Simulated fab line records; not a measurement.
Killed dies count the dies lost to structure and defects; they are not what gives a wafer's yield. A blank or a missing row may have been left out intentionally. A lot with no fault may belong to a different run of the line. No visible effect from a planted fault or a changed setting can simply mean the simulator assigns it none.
Matching of chambers	flow nand harc	rie diel-04 running NHARC_A_SGD_CUT_ETCHBACK_24: 4 sister chambers
The step etches the open film in CH3F/O2, target depth 50 nm, time 92.857 s. 4 wafers are shown with their chamber, then 11 later ones without.

## WAFERS WITH THEIR CHAMBER
wafer	chamber	drypump motor current A (A)
L081.5	0	5.2
L085.1	2	5.7
L085.2	3	5.2
L087.1	1	6.6

## WAFERS WITH NO CHAMBER GIVEN
wafer	drypump motor current A (A)
L087.2	5.7
L087.4	5.2
L093.1	6.6
L093.2	5.3
L093.3	5.7
L093.4	5.2
L093.5	6.6
L093.6	5.7
L097.1	5.3
L097.2	5.2
L097.4	5.7

## EACH ONE'S CHAMBER
wafer	from the rows above	in truth
L087.2	2	2
L087.4	can't be placed: 0 or 3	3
L093.1	1	1
L093.2	can't be placed: 0 or 3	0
L093.3	2	2
L093.4	can't be placed: 0 or 3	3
L093.5	1	1
L093.6	2	2
L097.1	can't be placed: 0 or 3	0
L097.2	can't be placed: 0 or 3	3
L097.4	2	2
Correct placement for 6 of the 11. From these rows, 5 cannot be placed; in 5 the true chamber is one of the candidates. Wrongly placed: 0.
How it was worked out, from the rows above alone: a wafer's distance from a chamber is the root of the sum, over the readings, of the square of ((its reading less the chamber's mean) divided by the reading's scatter). If the next closest chamber is less than 2 further off than the closest, the wafer can't be placed; otherwise it belongs to the closest. A chamber's mean is the mean of its shown wafers. The scatter: root of mean squared gap, hidden wafer to nearest shown wafer, with one shown wafer a chamber.
